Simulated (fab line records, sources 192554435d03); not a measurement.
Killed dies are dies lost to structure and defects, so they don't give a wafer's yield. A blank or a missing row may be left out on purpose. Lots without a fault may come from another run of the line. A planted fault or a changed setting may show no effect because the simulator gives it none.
Problem report in the 8D (eight disciplines) form, filled by code | flow n5_finfet | the parts of the form that need people (team, actions taken, sign-off) are left out

1. THE PROBLEM
raw_defect_count at N5_BEOL_M14_INSPECT_30 reads a mean of 269.0 on 6 wafers of 2 lots; wafers without a fault read 2.3 with a standard deviation of 1.4. That is +99 or more standard deviations from the usual mean.
The step: inspects for defects (macro).
First seen on wafer L421.2, day 15 22:16, on defect_inspect-01. The record holds 30 wafers of 10 lots with a number at this step. Rule for "out", or "out of limits": more than 4 standard deviations from the usual mean. The other wafers with a number count as sound.

2. WHAT IT IS AND WHAT IT IS NOT
question                    | is                                   | is not
which readings at this step | raw_defect_count                     | -
which lots                  | L421, L424                           | L404, L409, L412, L415, L416, L423, L426, L427
which wafers of those lots  | all that have a number               | -
read on which gauges        | defect_inspect-01, defect_inspect-02 | -
when                        | from day 15 22:16                    | up to then (15 sound wafers); but 9 sound wafers of L423, L426, L427 came after

3. SUSPECTS, AND WHAT RULES EACH OUT
Counting: a tool at a process step up to the reading stays a suspect if it ran every lot that is out and no sound lot after the first of them.
- the gauge at N5_BEOL_M14_INSPECT_30: ruled out. The wafers that are out were read on 2 gauges (defect_inspect-01, defect_inspect-02).
- rie_diel-05 at N5_BEOL_M14_VIA_ETCH_16 (etches SiO2 in C4F8/O2/Ar, target depth 1231.3 nm): kept. It ran every lot that is out, first L421 (day 15 21:25), and no sound lot after that; its last sound lot up to then is L416 (day 14 06:34).
Left after counting: rie_diel-05 at N5_BEOL_M14_VIA_ETCH_16.

4. THE CAUSE (what the simulator had put in)
Chamber particle source: rie_diel-05, from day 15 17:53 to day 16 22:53, at N5_BEOL_M14_VIA_ETCH_16. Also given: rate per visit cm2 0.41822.
Counting left only this tool.

5. THE CHAIN OF EFFECTS, in route order
Each row: a reading whose mean over the struck wafers that have a number lies more than 3 standard deviations from the usual. Only readings for which the record gives a usual standard deviation are gone through. hours: the time from each lot's start at the first step in this table that gives one to its start at this step, as a median over the lots. sigmas: the change in usual standard deviations.
hours | step                    | reading             | usual | on struck wafers | change | sigmas
0     | N5_BEOL_M14_INSPECT_30  | raw_defect_count    | 2.3   | 269.0            | +266.7 | +99 or more
27    | N5_PASSIVATION_PROBE_49 | killed_at_M4_up     | 12    | 72               | +60    | +13
27    | N5_PASSIVATION_PROBE_49 | killed_dies         | 97    | 149              | +52    | +3.0
27    | N5_PASSIVATION_PROBE_49 | sort_bin_5_function | 4.8 % | 7.9              | +3.1   | +3.4
27    | N5_PASSIVATION_PROBE_49 | sort_n_pass         | 1083  | 1031             | -52    | -3.0
The process steps in it:
- N5_PASSIVATION_PROBE_49
Later measuring or inspecting steps at which every struck wafer that the step has a row for has a number for every such reading, and none has moved that far: N5_BEOL_M14_OCD_MEAS_35.

6. WHAT WOULD HAVE CAUGHT IT SOONER
In this record the first reading out of limits at a measuring or inspecting step was taken at day 15 22:16, 4 hours after the fault began at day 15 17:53.
Of the tool readings at N5_BEOL_M14_VIA_ETCH_16 for which the record gives a usual standard deviation, none was out on any struck wafer, so an alarm limit of 4 standard deviations on them would not have fired.
Of the lots that are out (2), L424 began N5_BEOL_M14_VIA_ETCH_16 on rie_diel-05 after day 15 22:16. A hold on the tool at that time would have spared it.
